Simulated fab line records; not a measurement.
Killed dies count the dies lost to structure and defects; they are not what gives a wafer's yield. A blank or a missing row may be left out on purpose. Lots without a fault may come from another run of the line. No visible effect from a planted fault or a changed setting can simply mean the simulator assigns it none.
What tool caused it?	flow nand harc	11 lots, 33 wafers sampled, at 4 steps of a route of 1302

== WHAT EACH GAUGE READ, for each wafer ==
NHARC_P_GATE_CD_MEAS_91: target cd 2000 nm. Usual: cd nm reads 1999.7 nm (standard deviation 1.8).
lot	measured	on	cd nm (nm)	flag
L383	day 5 17:50	cd sem-02	1998.6 1995.5 1998.3	
L384	day 6 03:32	cd sem-02	2003.5 2001.9 2001.9	
L388	day 7 12:45	cd sem-03	1995.6 1999.6 1999.4	
L387	day 7 13:11	cd sem-02	2000.5 2003.6 2001.2	
L389	day 8 04:13	cd sem-01	1999.5 1998.7 1997.2	
L395	day 10 23:47	cd sem-02	1981.2 1981.0 1983.2	OFF
L397	day 11 20:26	cd sem-03	1999.7 1998.8 2001.0	
L398	day 11 21:16	cd sem-03	1999.6 2000.4 2003.0	
L404	day 14 14:08	cd sem-02	1998.8 1998.7 1998.6	
L405	day 14 18:52	cd sem-01	1998.3 1998.5 2000.3	
L406	day 15 13:11	cd sem-02	2001.3 1999.3 1999.9	

== TOOL THAT RAN EACH LOT (tool first, then ch and the chambers of the sampled wafers, then the start) ==
lot	NHARC_P_GATE_DESCUM_48	NHARC_P_GATE_DESCUM_61	NHARC_P_GATE_EXPOSE_88
L383	rie diel-01 ch 0,3, day 5 14:30	rie diel-04 ch 1,2,3, day 5 16:17	krf scanner-03 ch 0, day 5 17:41
L384	rie diel-04 ch 0,2,3, day 6 00:20	rie diel-01 ch 1,2, day 6 02:08	krf scanner-03 ch 0, day 6 03:23
L388	rie diel-01 ch 0,2, day 7 09:42	rie diel-08 ch 1,3, day 7 11:20	krf scanner-03 ch 0, day 7 12:36
L387	rie diel-04 ch 1,2,3, day 7 09:54	rie diel-08 ch 0,1,3, day 7 11:41	krf scanner-01 ch 0, day 7 13:02
L389	rie diel-04 ch 0,1,3, day 8 00:56	rie diel-01 ch 0,2,3, day 8 02:41	krf scanner-03 ch 0, day 8 04:03
L395	rie diel-04 ch 0,3, day 10 20:29	rie diel-08 ch 0,1,2, day 10 22:15	krf scanner-01 ch 0, day 10 23:38
L397	rie diel-01 ch 1,2, day 11 17:15	rie diel-04 ch 1,2, day 11 18:52	krf scanner-01 ch 0, day 11 20:16
L398	rie diel-04 ch 0,2,3, day 11 17:58	rie diel-08 ch 1,2,3, day 11 19:43	krf scanner-04 ch 0, day 11 21:07
L404	rie diel-08 ch 0,1,2, day 14 10:50	rie diel-08 ch 0,2, day 14 12:35	krf scanner-03 ch 0, day 14 13:59
L405	rie diel-08 ch 0,2,3, day 14 15:41	rie diel-08 ch 0,2,3, day 14 17:20	krf scanner-04 ch 0, day 14 18:43
L406	rie diel-08 ch 0,3, day 15 09:49	rie diel-04 ch 1,2,3, day 15 11:40	krf scanner-01 ch 0, day 15 13:02
- NHARC_P_GATE_DESCUM_48: chemistry O2, time 3 s.
- NHARC_P_GATE_DESCUM_61: chemistry O2, time 3 s.
- NHARC_P_GATE_EXPOSE_88: exposes mask P HVN, target cd 2000 nm.

== AS READ BY THE TOOLS THEMSELVES (means over the sampled wafers that have a number; for cases with no such wafer, the mark the record gives instead) ==
NHARC_P_GATE_DESCUM_48. Usual: drypump motor current A 6.1 A, standard deviation 0.54; oes product au 0.998 a.u., standard deviation 0.011; rf vpp V 57.8 V, standard deviation 0.84; showerhead plenum p Torr 1.92 Torr, standard deviation 0.075; throttle valve pct 11.310 %, standard deviation 0.0088.
lot	tool	drypump motor current A (A)	oes product au (a.u.)	rf vpp V (V)	showerhead plenum p Torr (Torr)	throttle valve pct (%)	flag
L383	rie diel-01	5.8	0.994	57.3	1.87	11.313	
L384	rie diel-04	6.2	0.997	56.3	1.92	11.314	
L388	rie diel-01	6.2	0.983	58.0	1.84	11.317	
L387	rie diel-04	6.3	0.996	57.2	1.89	11.317	
L389	rie diel-04	6.2	0.996	58.0	1.93	11.309	
L395	rie diel-04	5.8	0.989	58.3	1.93	11.307	
L397	rie diel-01	6.3	0.988	57.9	1.95	11.307	
L398	rie diel-04	6.2	0.991	57.1	1.92	11.308	
L404	rie diel-08	5.8	0.992	57.6	1.94	11.308	
L405	rie diel-08	6.2	1.010	57.9	1.92	11.322	
L406	rie diel-08	6.5	1.013	57.8	1.86	11.310	

NHARC_P_GATE_DESCUM_61. Usual: drypump motor current A 6.1 A, standard deviation 0.55; oes product au 0.998 a.u., standard deviation 0.01; rf vpp V 57.9 V, standard deviation 0.85; showerhead plenum p Torr 1.92 Torr, standard deviation 0.073; throttle valve pct 11.312 %, standard deviation 0.009.
lot	tool	drypump motor current A (A)	oes product au (a.u.)	rf vpp V (V)	showerhead plenum p Torr (Torr)	throttle valve pct (%)	flag
L383	rie diel-04	6.3	1.003	57.5	1.89	11.307	
L384	rie diel-01	5.9	0.995	59.2	2.00	11.310	
L388	rie diel-08	6.2	1.004	57.6	1.88	11.301	
L387	rie diel-08	6.1	0.991	58.3	1.88	11.310	
L389	rie diel-01	6.1	0.996	57.3	1.90	11.312	
L395	rie diel-08	5.8	0.993	57.9	1.94	11.309	
L397	rie diel-04	6.8	1.012	57.9	1.89	11.306	
L398	rie diel-08	5.9	0.994	58.6	1.94	11.309	
L404	rie diel-08	6.1	0.997	58.1	1.93	11.313	
L405	rie diel-08	6.2	1.008	57.9	1.92	11.317	
L406	rie diel-04	6.3	0.996	58.0	1.89	11.315	

== THE ANSWER, worked out from the rows above alone ==
Rule: take the mean of a lot's wafers that have a number; if it is more than 3 standard deviations from the usual mean, the lot is off. Also off: a lot with no number at a reading for which 4 or more lots have one. Any other lot the step has rows for is counted as sound. The gauges are gone through in route order, then the tools' own readings, and for those a lot's mean is taken as printed above. At the first step where some lot is off, the reading lying furthest off is the one used; lots without a number count as furthest.
Off: L395 (NHARC_P_GATE_CD_MEAS_91, cd nm).
If a tool, at a process step before that reading, ran all the lots that are off and no sound lot after the first of them, it fits. The gauges at NHARC_P_GATE_CD_MEAS_91 are tried like those tools. Of those tried, none fits.

== WHAT WAS PUT IN BY THE SIMULATOR ==
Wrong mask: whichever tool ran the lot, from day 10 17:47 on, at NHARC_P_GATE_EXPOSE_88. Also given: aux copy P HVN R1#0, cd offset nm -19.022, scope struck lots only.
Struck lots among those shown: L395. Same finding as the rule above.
